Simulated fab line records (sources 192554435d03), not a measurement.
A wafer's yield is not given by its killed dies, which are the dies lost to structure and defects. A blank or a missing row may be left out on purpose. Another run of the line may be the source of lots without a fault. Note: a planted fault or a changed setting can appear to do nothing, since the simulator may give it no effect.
Chamber matching ; flow n5_finfet ; 4 sister chambers for N5_BEOL_M6_STRIP_19 on rie_diel-05
The step strips in O2. 4 wafers are shown with their chamber, then 11 later ones without.

## WAFERS PAIRED WITH THEIR CHAMBERS
wafer;chamber;showerhead_plenum_p_Torr (Torr)
L082.3;0;2.08
L088.4;1;2.22
L090.4;3;2.06
L093.3;2;2.17

## WAFERS WITHOUT THEIR CHAMBER
wafer;showerhead_plenum_p_Torr (Torr)
L093.4;2.17
L093.6;2.22
L095.1;2.21
L095.4;2.06
L095.5;2.21
L097.1;2.21
L097.2;2.07
L097.3;2.17
L097.4;2.06
L097.5;2.06
L097.6;2.07

## WHICH CHAMBER EACH ONE RAN IN
wafer;from the rows above;in truth
L093.4;2;2
L093.6;1;1
L095.1;1;1
L095.4;3;3
L095.5;1;1
L097.1;1;1
L097.2;can't be placed: 3 or 0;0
L097.3;2;2
L097.4;3;3
L097.5;3;3
L097.6;can't be placed: 3 or 0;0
Placed correctly: 9 of 11. Not placeable from these rows: 2 (in 2, the candidates include the true chamber). Number placed wrongly: 0.
How it was worked out, from the rows above alone: a wafer's distance from a chamber is the root of the sum, over the readings, of the square of ((its reading less the chamber's mean) divided by the reading's scatter). The wafer belongs to the nearest chamber; if the next one is less than 2 further off, it can't be placed. The mean given for a chamber averages the wafers shown for that chamber. The scatter (one wafer shown for each chamber): square how far every hidden wafer sits from the nearest shown wafer, average those squares and take the square root.
